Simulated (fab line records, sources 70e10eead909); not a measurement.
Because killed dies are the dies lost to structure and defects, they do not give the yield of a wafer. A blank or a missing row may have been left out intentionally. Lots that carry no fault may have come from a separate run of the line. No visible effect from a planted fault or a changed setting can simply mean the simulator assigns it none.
fab line records	flow nand-harc
record: lots: 24	wafers: 72	last-day: 33
route steps=1302 shown P_ZERO_WELL@61 P_STI@91 P_GATE@187 P_M0@264
lots that met no fault: taken from a fault-free run of the same line
start-h: start of the lot's first displayed wafer, in hours after the record's first day	wait-h: how many hours have passed since the lot's step before this one	" same as the row above	L1.1+2: a single row standing in for several wafers	- value missing, or start not given	* or withheld: withheld	< > ~ a bound
route shown NAME@n: NAME is a module with steps in the file, n the number in the route of the first one	usual: the fault-free wafers' mean and standard deviation	same: alike in all rows	chamber/n: place in a boat	sites: per-site readings	_std_site: their standard deviation	_edge_site: mean of outer sites minus mean of inner sites	radius-mm: for every site, how far away it sits from the centre of the wafer	mask NAME#n: copy n	behind: the most recent tool/chamber to have shaped the wafer	hold: why the lot went on hold/how many hours it stayed there/how the hold came to an end	device: the transistor (n, p or np) that didn't switch	end of line: the tests these same wafers got at the end of their route	a step given without rows: its recipe and nothing more	killed: not the wafer's yield, but the dies lost to structure and defects at the first sort	map: per-die view of a wafer (x killed, . not killed, _ where there is no die)
set.NAME: setting as actually run; set.NAME@STEP: the setting as run at that earlier step	model.NAME: the simulator's own value behind a step, which no gauge read
the route's steps for a sample of lots (tables are steps, rows are wafers)
services: a tool's chamber out of use, with start hour (start-h, from the record's first day; less than 0 if before it), hours out, and reason
== steps ==
step: NHARC_P_ZERO_WELL_DESCUM_54
recipe: time-s: 3	o2-flow-sccm: 200	ar-flow-sccm: 0	bias-power-w: 0	chemistry: O2
usual: drypump-motor-current-A: 5.3/0.49	oes-product-au: 1.002/0.012	rf-vpp-V: 57.7/0.87	showerhead-plenum-p-Torr: 1.87/0.083	throttle-valve-pct: 11.311/0.0095
lot.wafer	tool	chamber	start-h	wait-h	drypump-motor-current-A	oes-product-au	rf-hours-counter-h	rf-vpp-V	showerhead-plenum-p-Torr	throttle-valve-pct
L074.3	rie-diel-06	1	28.39	-	5.1	0.991	16	56.9	1.77	11.320
L074.1	"	0	"	"	5.6	0.994	15	58.1	1.81	11.320
L074.5	"	1	"	"	5.2	0.994	-	56.4	1.77	11.326
L075.4	rie-diel-06	3	36.10	-	5.0	1.030	20	57.4	1.83	11.299
L075.1	"	0	"	"	5.6	1.001	18	56.5	1.81	11.332
L075.5	"	2	"	"	4.8	0.994	-	56.6	1.81	11.313
L076.2	rie-diel-06	1	45.97	-	5.2	0.990	20	57.4	1.77	11.326
L076.4	"	3	"	"	5.0	1.013	22	57.7	1.82	11.320
L076.6	"	0	"	"	5.6	0.997	-	57.8	1.81	11.320
L077.4	rie-diel-01	0	56.20	-	6.0	1.008	6	56.6	1.93	11.301
L077.6	"	2	"	"	6.0	1.013	-	58.6	1.99	11.311
L077.5	"	3	"	"	5.3	1.023	-	56.6	1.87	11.304
L078.1	rie-diel-01	1	66.03	-	6.2	1.007	8	58.2	1.86	11.323
L078.3	"	3	"	"	5.3	1.024	10	57.7	1.87	11.300
L078.6	"	1	"	"	6.2	1.013	-	57.1	1.86	11.311
L079.3	rie-diel-06	3	75.91	-	5.0	1.014	28	57.4	1.82	11.321
L079.5	"	2	"	"	4.8	1.005	-	57.4	1.80	11.306
L079.6	"	3	"	"	5.0	1.018	-	56.6	1.82	11.308
L080.3	rie-diel-08	0	86.38	-	5.1	0.986	25	58.9	1.87	11.297
L080.2	"	1	"	"	4.9	0.998	25	57.7	1.95	11.311
L080.1	"	2	"	"	4.8	0.984	18	58.2	1.85	11.306
L081.2	rie-diel-01	3	96.19	-	5.3	1.025	16	57.9	1.87	11.304
L081.4	"	0	"	"	6.0	1.003	17	57.9	1.93	11.328
L081.5	"	2	"	"	6.1	0.998	-	57.7	1.99	11.303
L082.2	rie-diel-01	1	106.03	-	6.3	1.000	18	58.5	1.86	11.301
L082.5	"	2	"	"	6.1	0.997	-	58.8	1.99	11.306
L082.6	"	3	"	"	5.3	1.027	-	57.0	1.87	11.302
L083.2	rie-diel-06	3	115.97	-	5.0	1.011	45	55.8	1.82	11.319
L083.1	"	1	"	"	5.2	0.995	50	58.3	1.76	11.330
L083.5	"	3	"	"	5.0	1.009	-	57.2	1.82	11.304
L084.3	rie-diel-08	0	125.96	-	5.1	0.982	-	57.4	1.86	11.319
L084.4	"	2	"	"	4.8	0.975	-	58.8	1.85	11.295
L084.5	"	0	"	"	5.1	0.989	-	56.6	1.86	11.314
L085.1	rie-diel-08	0	136.06	-	5.1	0.987	43	57.1	1.86	11.335
L085.2	"	1	"	"	4.9	1.011	35	58.4	1.95	11.316
L085.3	"	2	"	"	4.8	0.986	33	57.6	1.85	11.318
L086.3	rie-diel-06	1	148.08	-	5.1	0.997	5	58.3	2.07	11.305
L086.4	"	2	"	"	4.8	0.989	5	58.9	1.80	11.314
L086.1	"	3	"	"	5.0	0.997	3	57.6	1.82	11.314
L087.3	rie-diel-08	1	155.81	-	4.9	1.008	44	57.9	1.94	11.309
L087.2	"	2	"	"	4.8	0.990	42	58.0	1.85	11.303
L087.5	"	3	"	"	5.2	0.997	-	58.1	1.76	11.301
L088.4	rie-diel-01	0	166.00	-	6.0	0.999	37	57.1	1.92	11.317
L088.1	"	2	"	"	6.1	0.997	37	57.3	1.98	11.307
L088.5	"	1	"	"	6.3	0.999	-	56.2	1.85	11.315
L089.2	rie-diel-06	3	175.83	-	5.0	1.013	9	59.6	1.81	11.295
L089.4	"	0	"	"	5.6	0.993	9	56.0	1.80	11.314
L089.5	"	3	"	"	5.0	1.016	-	58.4	1.81	11.307
L090.4	rie-diel-01	0	187.28	-	6.0	1.023	46	56.8	1.92	11.317
L090.5	"	2	"	"	6.0	0.999	-	58.5	1.98	11.306
L090.6	"	3	"	"	5.3	1.022	-	58.3	1.86	11.319
L091.2	rie-diel-01	0	195.82	-	6.0	1.015	47	59.1	1.92	11.305
L091.4	"	1	"	"	6.3	1.006	47	58.8	1.85	11.311
L091.5	"	3	"	"	5.3	1.038	-	56.6	1.86	11.314
L092.2	rie-diel-08	1	206.42	-	4.9	1.000	1	58.9	1.94	11.304
L092.1	"	3	"	"	5.2	0.997	1	59.4	2.08	11.315
L092.3	"	0	"	"	5.1	0.983	1	56.5	1.86	11.302
L093.3	rie-diel-06	1	216.11	-	5.2	0.994	26	58.1	2.07	11.309
L093.4	"	3	"	"	5.0	1.007	22	57.5	1.81	11.319
L093.6	"	0	"	"	5.6	1.003	-	57.2	1.79	11.310
L094.2	rie-diel-06	2	226.08	-	4.8	1.017	27	57.1	1.79	11.320
L094.6	"	1	"	"	5.1	0.993	-	56.7	2.07	11.317
L094.5	"	2	"	"	4.8	1.012	-	57.1	1.79	11.301
L095.4	rie-diel-01	1	235.85	-	6.2	1.001	7	57.8	1.85	11.316
L095.2	"	2	"	"	6.0	1.005	9	58.9	1.98	11.322
L095.5	"	3	"	"	5.3	1.012	-	59.7	1.85	11.315
L096.1	rie-diel-06	1	245.91	-	5.2	1.000	36	58.5	2.06	11.307
L096.4	"	2	"	"	4.8	1.006	34	58.3	1.79	11.321
L096.3	"	0	"	"	5.6	0.998	31	58.4	1.79	11.297
L097.4	rie-diel-08	2	255.92	-	4.8	1.000	20	57.8	1.84	11.311
L097.2	"	0	"	"	5.1	1.004	19	56.7	1.85	11.308
L097.6	"	1	"	"	4.9	1.011	-	57.2	1.93	11.315
step: NHARC_P_STI_CD_MEAS_16
usual: cd-nm: 199.1/2.7
lot.wafer	tool	chamber	start-h	wait-h	cd-nm
L074.1	cd-sem-03	-	45.99	-	199.6
L074.3	"	-	"	"	195.3
L074.5	"	-	"	"	195.8
L075.1	cd-sem-01	-	55.40	-	199.9
L075.4	"	-	"	"	199.0
L075.5	"	-	"	"	199.5
L076.2	cd-sem-03	-	65.80	-	201.9
L076.4	"	-	"	"	201.7
L076.6	"	-	"	"	206.2
L077.4	cd-sem-02	-	75.14	-	201.7
L077.5	"	-	"	"	203.1
L077.6	"	-	"	"	199.4
L078.1	cd-sem-01	-	86.31	-	198.6
L078.3	"	-	"	"	200.4
L078.6	"	-	"	"	198.3
L079.3	cd-sem-03	-	95.47	-	202.8
L079.5	"	-	"	"	199.2
L079.6	"	-	"	"	204.8
L080.1	cd-sem-02	-	103.92	-	196.3
L080.2	"	-	"	"	193.8
L080.3	"	-	"	"	194.7
L081.2	cd-sem-03	-	113.67	-	193.1
L081.4	"	-	"	"	200.8
L081.5	"	-	"	"	197.3
L082.2	cd-sem-02	-	124.78	-	196.5
L082.5	"	-	"	"	203.6
L082.6	"	-	"	"	195.3
L083.1	cd-sem-01	-	137.59	-	201.4
L083.2	"	-	"	"	198.4
L083.5	"	-	"	"	196.1
L084.3	cd-sem-02	-	147.16	-	202.3
L084.4	"	-	"	"	205.3
L084.5	"	-	"	"	203.7
L085.1	cd-sem-02	-	154.35	-	200.0
L085.2	"	-	"	"	196.8
L085.3	"	-	"	"	200.9
L086.1	cd-sem-02	-	165.47	-	199.5
L086.3	"	-	"	"	199.4
L086.4	"	-	"	"	196.5
L087.2	cd-sem-03	-	176.61	-	201.0
L087.3	"	-	"	"	196.3
L087.5	"	-	"	"	195.1
L088.1	cd-sem-03	-	182.97	-	199.1
L088.4	"	-	"	"	196.5
L088.5	"	-	"	"	197.0
L089.2	cd-sem-03	-	193.55	-	203.4
L089.4	"	-	"	"	199.9
L089.5	"	-	"	"	203.9
L090.4	cd-sem-02	-	204.73	-	201.0
L090.5	"	-	"	"	198.9
L090.6	"	-	"	"	198.2
L091.2	cd-sem-01	-	213.36	-	197.7
L091.4	"	-	"	"	197.1
L091.5	"	-	"	"	199.0
L092.1	cd-sem-01	-	224.48	-	197.5
L092.2	"	-	"	"	198.6
L092.3	"	-	"	"	200.6
L093.3	cd-sem-02	-	233.07	-	198.0
L093.4	"	-	"	"	199.9
L093.6	"	-	"	"	198.1
L094.2	cd-sem-01	-	244.88	-	199.8
L094.5	"	-	"	"	196.6
L094.6	"	-	"	"	201.6
L095.2	cd-sem-01	-	253.65	-	196.4
L095.4	"	-	"	"	198.4
L095.5	"	-	"	"	200.8
L096.1	cd-sem-03	-	264.85	-	201.4
L096.3	"	-	"	"	200.0
L096.4	"	-	"	"	199.4
L097.2	cd-sem-03	-	272.90	-	200.7
L097.4	"	-	"	"	199.1
L097.6	"	-	"	"	198.6
step: NHARC_P_GATE_DESCUM_61
recipe: time-s: 3	o2-flow-sccm: 200	ar-flow-sccm: 0	bias-power-w: 0	chemistry: O2
usual: drypump-motor-current-A: 5.6/0.44	oes-product-au: 0.999/0.0099	rf-vpp-V: 57.8/0.84	showerhead-plenum-p-Torr: 1.92/0.09	throttle-valve-pct: 11.309/0.0086
lot.wafer	tool	chamber	start-h	wait-h	drypump-motor-current-A	oes-product-au	rf-hours-counter-h	rf-vpp-V	showerhead-plenum-p-Torr	throttle-valve-pct
L074.3	rie-diel-07	3	111.32	-	6.2	0.989	6	57.4	1.83	11.320
L074.1	"	0	"	"	6.1	0.983	6	59.3	1.94	11.317
L074.5	"	1	"	"	6.0	0.995	-	57.8	2.06	11.293
L075.1	rie-diel-02	1	117.62	-	5.0	1.005	6	57.0	1.85	11.304
L075.4	"	2	"	"	5.4	0.999	6	57.3	1.93	11.311
L075.5	"	1	"	"	5.0	1.012	-	58.5	1.85	11.308
L076.2	rie-diel-02	0	130.51	-	5.8	1.000	7	58.0	1.90	11.306
L076.4	"	1	"	"	5.0	0.998	7	56.9	1.85	11.310
L076.6	"	0	"	"	5.8	1.004	-	55.8	1.90	11.309
L077.6	rie-diel-02	3	139.05	-	6.0	0.986	-	57.7	1.96	11.307
L077.5	"	0	"	"	5.8	0.998	-	57.6	1.90	11.304
L077.4	"	2	"	"	5.3	0.990	-	57.5	1.93	11.306
L078.1	rie-diel-10	1	150.73	-	5.8	1.008	5	57.7	1.96	11.315
L078.3	"	2	"	"	4.8	0.989	5	57.3	2.04	11.312
L078.6	"	2	"	"	4.8	0.984	-	58.2	2.03	11.299
L079.3	rie-diel-07	3	157.91	-	6.2	1.000	3	57.5	1.83	11.308
L079.5	"	2	"	"	5.5	1.013	-	60.7	2.05	11.311
L079.6	"	3	"	"	6.2	0.999	-	59.0	1.83	11.303
L080.3	rie-diel-02	1	169.71	-	4.9	0.998	8	56.5	1.85	11.318
L080.2	"	2	"	"	5.4	0.989	8	57.9	1.93	11.313
L080.1	"	0	"	"	5.8	0.999	9	57.7	1.90	11.308
L081.4	rie-diel-10	2	186.01	-	4.8	0.990	8	59.3	2.03	11.311
L081.2	"	3	"	"	5.7	1.008	7	56.8	1.80	11.301
L081.5	"	1	"	"	5.8	1.012	-	58.9	1.96	11.317
L082.2	rie-diel-02	2	191.38	-	5.4	0.998	9	57.6	1.93	11.298
L082.6	"	2	"	"	5.4	1.001	-	58.3	1.93	11.297
L082.5	"	3	"	"	6.0	0.991	-	58.1	1.96	11.312
L083.2	rie-diel-07	0	214.58	-	6.1	1.009	6	57.6	1.93	11.314
L083.1	"	1	"	"	6.0	1.001	5	58.2	2.06	11.322
L083.5	"	0	"	"	6.0	1.005	-	58.5	1.93	11.305
L085.2	rie-diel-10	3	220.89	-	5.7	1.002	8	56.9	1.80	11.304
L085.1	"	0	"	"	5.8	0.987	10	57.8	1.78	11.300
L085.3	"	1	"	"	5.8	1.001	11	59.0	1.96	11.309
L084.3	rie-diel-10	1	222.87	-	5.8	0.994	11	57.5	1.96	11.305
L084.4	"	3	"	"	5.7	1.001	8	58.1	1.80	11.314
L084.5	"	2	"	"	4.8	0.985	-	57.5	2.03	11.299
L086.1	rie-diel-02	3	228.61	-	6.0	0.994	0	57.5	1.95	11.310
L086.3	"	0	"	"	5.8	1.004	0	57.7	1.90	11.293
L086.4	"	1	"	"	5.0	0.997	0	57.7	1.84	11.291
L088.4	rie-diel-10	2	253.69	-	4.7	1.001	0	57.9	2.03	11.304
L088.1	"	1	"	"	5.8	1.010	0	56.9	1.96	11.309
L088.5	"	2	"	"	4.7	1.008	-	57.9	2.03	11.305
L087.2	rie-diel-10	1	254.07	-	5.8	0.997	0	58.6	1.96	11.306
L087.3	"	3	"	"	5.7	1.008	0	57.5	1.80	11.310
L087.5	"	1	"	"	5.8	1.001	-	58.0	1.96	11.321
L089.2	rie-diel-10	0	258.87	-	5.8	0.995	0	56.2	1.78	11.309
L089.4	"	1	"	"	5.9	0.999	0	57.6	1.96	11.314
L089.5	"	3	"	"	5.7	1.003	-	57.0	1.80	11.312
L090.4	rie-diel-10	1	274.56	-	5.8	0.997	2	58.5	1.96	11.309
L090.5	"	3	"	"	5.7	1.008	-	57.4	1.80	11.327
L090.6	"	0	"	"	5.9	1.003	-	56.9	1.78	11.304
L091.2	rie-diel-02	0	275.66	-	5.8	1.006	3	58.2	1.90	11.309
L091.4	"	1	"	"	5.0	1.007	3	56.0	1.84	11.316
L091.5	"	3	"	"	6.0	1.005	-	57.1	1.95	11.316
L092.3	rie-diel-07	0	288.28	-	6.0	0.996	11	57.8	1.93	11.307
L092.1	"	1	"	"	5.9	0.996	10	57.4	2.06	11.314
L092.2	"	3	"	"	6.2	1.006	9	57.5	1.83	11.317
L093.3	rie-diel-10	3	298.93	-	5.7	1.005	3	56.0	1.80	11.297
L093.4	"	0	"	"	5.8	1.002	3	56.8	1.78	11.321
L093.6	"	2	"	"	4.7	0.974	-	57.8	2.03	11.319
L094.2	rie-diel-10	1	312.91	-	5.8	1.014	4	57.4	1.95	11.318
L094.6	"	2	"	"	4.8	0.978	-	57.1	2.03	11.321
L094.5	"	3	"	"	5.7	1.004	-	56.9	1.80	11.308
L095.4	rie-diel-07	1	324.15	-	6.0	0.999	1	59.5	2.06	11.303
L095.2	"	3	"	"	6.2	1.016	1	58.4	1.83	11.311
L095.5	"	2	"	"	5.5	1.000	-	59.0	2.05	11.312
L096.1	rie-diel-02	1	330.04	-	5.0	0.994	5	57.7	1.84	11.318
L096.3	"	2	"	"	5.4	0.997	5	57.8	1.93	11.312
L096.4	"	3	"	"	6.0	0.992	4	57.1	1.95	11.310
L097.4	rie-diel-07	3	337.31	-	6.2	1.013	2	58.0	1.83	11.300
L097.2	"	0	"	"	6.0	0.991	2	58.0	1.93	11.309
L097.6	"	3	"	"	6.2	1.006	-	57.4	1.83	11.295
step: NHARC_P_GATE_DEGAS_109
recipe: temp-c: 300	time-s: 60
usual: heater-power-w: 481/36
lot.wafer	tool	chamber	start-h	wait-h	heater-power-w
L074.1	pvd-sputter-02	-	114.83	0.1	559
L074.3	"	-	"	"	423
L074.5	"	-	"	"	444
L075.1	pvd-sputter-03	-	121.32	0.1	503
L075.4	"	-	"	"	446
L075.5	"	-	"	"	500
L076.4	pvd-sputter-01	-	134.17	0.1	434
L076.2	"	-	"	"	462
L076.6	"	-	"	"	486
L077.4	pvd-sputter-03	-	142.71	0.1	449
L077.6	"	-	"	"	472
L077.5	"	-	"	"	459
L078.3	pvd-sputter-03	-	154.44	0.1	487
L078.1	"	-	"	"	463
L078.6	"	-	"	"	489
L079.3	pvd-sputter-02	-	161.63	0.1	427
L079.6	"	-	"	"	542
L079.5	"	-	"	"	432
L080.3	pvd-sputter-01	-	173.47	0.1	513
L080.1	"	-	"	"	473
L080.2	"	-	"	"	481
L081.4	pvd-sputter-03	-	189.83	0.1	501
L081.2	"	-	"	"	434
L081.5	"	-	"	"	459
L082.2	pvd-sputter-02	-	195.05	0.1	431
L082.6	"	-	"	"	435
L082.5	"	-	"	"	520
L083.1	pvd-sputter-02	-	218.17	0.1	509
L083.2	"	-	"	"	416
L083.5	"	-	"	"	514
L085.2	pvd-sputter-02	-	224.63	0.1	556
L085.1	"	-	"	"	509
L085.3	"	-	"	"	424
L084.3	pvd-sputter-02	-	226.60	0.1	533
L084.4	"	-	"	"	433
L084.5	"	-	"	"	424
L086.4	pvd-sputter-03	-	232.32	0.1	489
L086.3	"	-	"	"	498
L086.1	"	-	"	"	460
L088.1	pvd-sputter-01	-	257.37	0.1	530
L088.4	"	-	"	"	487
L088.5	"	-	"	"	526
L087.3	pvd-sputter-03	-	258.15	0.1	451
L087.2	"	-	"	"	445
L087.5	"	-	"	"	499
L089.4	pvd-sputter-03	-	262.40	0.1	514
L089.2	"	-	"	"	439
L089.5	"	-	"	"	496
L090.4	pvd-sputter-01	-	278.36	0.1	442
L090.5	"	-	"	"	487
L090.6	"	-	"	"	535
L091.2	pvd-sputter-03	-	279.33	0.1	449
L091.4	"	-	"	"	465
L091.5	"	-	"	"	497
L092.2	pvd-sputter-01	-	292.08	0.1	446
L092.1	"	-	"	"	470
L092.3	"	-	"	"	514
L093.3	pvd-sputter-03	-	302.44	0.1	464
L093.4	"	-	"	"	442
L093.6	"	-	"	"	465
L094.2	pvd-sputter-02	-	316.41	0.1	537
L094.6	"	-	"	"	450
L094.5	"	-	"	"	536
L095.4	pvd-sputter-01	-	327.88	0.1	527
L095.2	"	-	"	"	448
L095.5	"	-	"	"	482
L096.1	pvd-sputter-02	-	333.68	0.1	538
L096.3	"	-	"	"	466
L096.4	"	-	"	"	520
L097.2	pvd-sputter-01	-	341.17	0.1	445
L097.4	"	-	"	"	495
L097.6	"	-	"	"	445
step: NHARC_P_M0_OVL_MEAS_10
recipe: pitch-nm: 180
usual: overlay-x-nm: 0.0/0.97	overlay-y-nm: -0.1/0.74
lot.wafer	tool	chamber	start-h	wait-h	overlay-x-nm	overlay-y-nm
L074.1	overlay-01	-	122.20	-	1.5	-0.5
L074.3	"	-	"	"	1.2	0.4
L074.5	"	-	"	"	1.5	0.0
L075.1	overlay-02	-	128.03	-	0.5	-0.6
L075.4	"	-	"	"	0.1	-0.7
L075.5	"	-	"	"	0.7	-1.1
L076.2	overlay-02	-	141.55	-	-1.3	-0.8
L076.4	"	-	"	"	-1.0	-1.0
L076.6	"	-	"	"	-0.8	-0.6
L077.4	overlay-01	-	149.55	-	0.9	0.5
L077.5	"	-	"	"	0.4	1.0
L077.6	"	-	"	"	0.2	1.0
L078.1	overlay-01	-	161.13	-	0.1	0.1
L078.3	"	-	"	"	-0.1	0.1
L078.6	"	-	"	"	0.0	-0.2
L079.3	overlay-02	-	168.44	-	-0.7	1.5
L079.5	"	-	"	"	-0.9	1.9
L079.6	"	-	"	"	-0.4	1.6
L080.1	overlay-02	-	180.19	-	1.6	-1.0
L080.2	"	-	"	"	1.6	-0.7
L080.3	"	-	"	"	1.5	-0.7
L081.2	overlay-01	-	196.70	-	1.2	0.2
L081.4	"	-	"	"	1.7	-0.7
L081.5	"	-	"	"	1.9	-1.0
L082.2	overlay-01	-	202.33	-	-1.6	-0.3
L082.5	"	-	"	"	-1.9	-0.3
L082.6	"	-	"	"	-1.2	-0.7
L083.1	overlay-02	-	224.87	-	-2.0	-0.7
L083.2	"	-	"	"	-1.9	0.0
L083.5	"	-	"	"	-2.0	-0.6
L085.1	overlay-02	-	231.38	-	-0.2	-0.3
L085.2	"	-	"	"	0.1	-0.7
L085.3	"	-	"	"	0.9	-1.0
L084.3	overlay-01	-	233.33	-	-1.0	-0.7
L084.4	"	-	"	"	-0.5	-0.6
L084.5	"	-	"	"	-0.3	-0.8
L086.1	overlay-02	-	239.21	-	0.7	0.0
L086.3	"	-	"	"	0.6	0.7
L086.4	"	-	"	"	0.3	0.6
L088.1	overlay-02	-	264.15	-	-1.3	1.2
L088.4	"	-	"	"	-0.9	0.7
L088.5	"	-	"	"	-1.0	0.5
L087.2	overlay-02	-	264.96	-	0.5	0.6
L087.3	"	-	"	"	1.0	0.2
L087.5	"	-	"	"	0.8	0.9
L089.2	overlay-02	-	269.21	-	0.2	0.2
L089.4	"	-	"	"	0.1	-0.1
L089.5	"	-	"	"	-0.7	-0.5
L090.4	overlay-01	-	285.09	-	-0.9	-0.5
L090.5	"	-	"	"	-2.0	-0.4
L090.6	"	-	"	"	-1.7	-0.6
L091.2	overlay-01	-	286.49	-	0.3	0.1
L091.4	"	-	"	"	0.5	0.6
L091.5	"	-	"	"	0.6	-0.1
L092.1	overlay-01	-	298.91	-	-0.2	-0.6
L092.2	"	-	"	"	-0.1	-0.8
L092.3	"	-	"	"	-0.2	-0.6
L093.3	overlay-02	-	309.51	-	0.5	0.3
L093.4	"	-	"	"	0.5	1.0
L093.6	"	-	"	"	0.5	0.3
L094.2	overlay-01	-	323.23	-	0.3	0.6
L094.5	"	-	"	"	1.0	0.1
L094.6	"	-	"	"	0.5	0.6
L095.2	overlay-02	-	334.70	-	-0.4	-0.1
L095.4	"	-	"	"	-0.5	0.2
L095.5	"	-	"	"	-0.7	0.5
L096.1	overlay-02	-	340.58	-	-0.7	-1.3
L096.3	"	-	"	"	-0.4	-1.1
L096.4	"	-	"	"	-0.3	-1.5
L097.2	overlay-01	-	348.19	-	0.9	-0.5
L097.4	"	-	"	"	0.5	-0.2
L097.6	"	-	"	"	0.4	-0.5
step: NHARC_P_M0_INSPECT_11
usual: raw-defect-count: 4.0/2.3
lot.wafer	tool	chamber	start-h	wait-h	raw-defect-count
L074.1	defect-inspect-02	-	122.24	0.0	3
L074.3	"	-	"	"	3
L074.5	"	-	"	"	2
L075.1	defect-inspect-01	-	128.07	0.0	2
L075.4	"	-	"	"	3
L075.5	"	-	"	"	3
L076.2	defect-inspect-01	-	141.58	0.0	3
L076.4	"	-	"	"	0
L076.6	"	-	"	"	0
L077.4	defect-inspect-02	-	149.58	0.0	4
L077.5	"	-	"	"	3
L077.6	"	-	"	"	2
L078.1	defect-inspect-01	-	161.17	0.0	7
L078.3	"	-	"	"	3
L078.6	"	-	"	"	5
L079.3	defect-inspect-01	-	168.48	0.0	8
L079.5	"	-	"	"	7
L079.6	"	-	"	"	5
L080.1	defect-inspect-01	-	180.23	0.0	2
L080.2	"	-	"	"	9
L080.3	"	-	"	"	1
L081.2	defect-inspect-01	-	196.74	0.0	2
L081.4	"	-	"	"	3
L081.5	"	-	"	"	2
L082.2	defect-inspect-01	-	202.36	0.0	6
L082.5	"	-	"	"	1
L082.6	"	-	"	"	2
L083.1	defect-inspect-01	-	224.90	0.0	3
L083.2	"	-	"	"	3
L083.5	"	-	"	"	4
L085.1	defect-inspect-02	-	231.41	0.0	1
L085.2	"	-	"	"	1
L085.3	"	-	"	"	7
L084.3	defect-inspect-01	-	233.37	0.0	4
L084.4	"	-	"	"	3
L084.5	"	-	"	"	6
L086.1	defect-inspect-02	-	239.24	0.0	4
L086.3	"	-	"	"	9
L086.4	"	-	"	"	9
L088.1	defect-inspect-02	-	264.18	0.0	9
L088.4	"	-	"	"	9
L088.5	"	-	"	"	8
L087.2	defect-inspect-01	-	264.99	0.0	5
L087.3	"	-	"	"	7
L087.5	"	-	"	"	5
L089.2	defect-inspect-02	-	269.25	0.0	6
L089.4	"	-	"	"	4
L089.5	"	-	"	"	2
L090.4	defect-inspect-01	-	285.12	0.0	3
L090.5	"	-	"	"	3
L090.6	"	-	"	"	7
L091.2	defect-inspect-01	-	286.55	0.1	3
L091.4	"	-	"	"	3
L091.5	"	-	"	"	2
L092.1	defect-inspect-02	-	298.95	0.0	2
L092.2	"	-	"	"	3
L092.3	"	-	"	"	2
L093.3	defect-inspect-01	-	309.54	0.0	1
L093.4	"	-	"	"	1
L093.6	"	-	"	"	2
L094.2	defect-inspect-01	-	323.26	0.0	6
L094.5	"	-	"	"	5
L094.6	"	-	"	"	8
L095.2	defect-inspect-01	-	334.74	0.0	3
L095.4	"	-	"	"	3
L095.5	"	-	"	"	6
L096.1	defect-inspect-02	-	340.61	0.0	1
L096.3	"	-	"	"	4
L096.4	"	-	"	"	1
L097.2	defect-inspect-01	-	348.23	0.0	4
L097.4	"	-	"	"	3
L097.6	"	-	"	"	3
== services ==
tool	chamber	start-h	hours	kind
pvd-sputter-03	-	16.52	1.8	repair
rie-diel-01	-	26.84	9.0	pm
rie-diel-02	3	37.12	6.3	repair
rie-diel-01	3	38.83	1.3	repair
rie-diel-02	-	39.70	9.0	pm
rie-diel-10	-	65.50	9.0	pm
rie-diel-01	-	77.97	0.9	repair
rie-diel-06	0	89.52	6.3	repair
pvd-sputter-02	-	104.06	10.0	pm
rie-diel-10	1	110.75	2.0	repair
rie-diel-06	-	130.27	9.0	pm
rie-diel-02	1	133.49	11.4	repair
rie-diel-06	-	164.31	0.8	repair
pvd-sputter-03	-	170.02	10.0	pm
pvd-sputter-02	-	194.21	0.7	repair
rie-diel-01	-	203.84	9.0	pm
rie-diel-02	-	216.70	9.0	pm
rie-diel-10	-	242.50	9.0	pm
pvd-sputter-03	-	253.00	3.6	repair
rie-diel-06	3	292.16	1.3	repair
rie-diel-06	2	305.42	2.9	repair
rie-diel-06	3	305.91	3.3	repair
rie-diel-06	-	307.27	9.0	pm
rie-diel-10	1	321.12	6.6	repair
== key ==
fault none
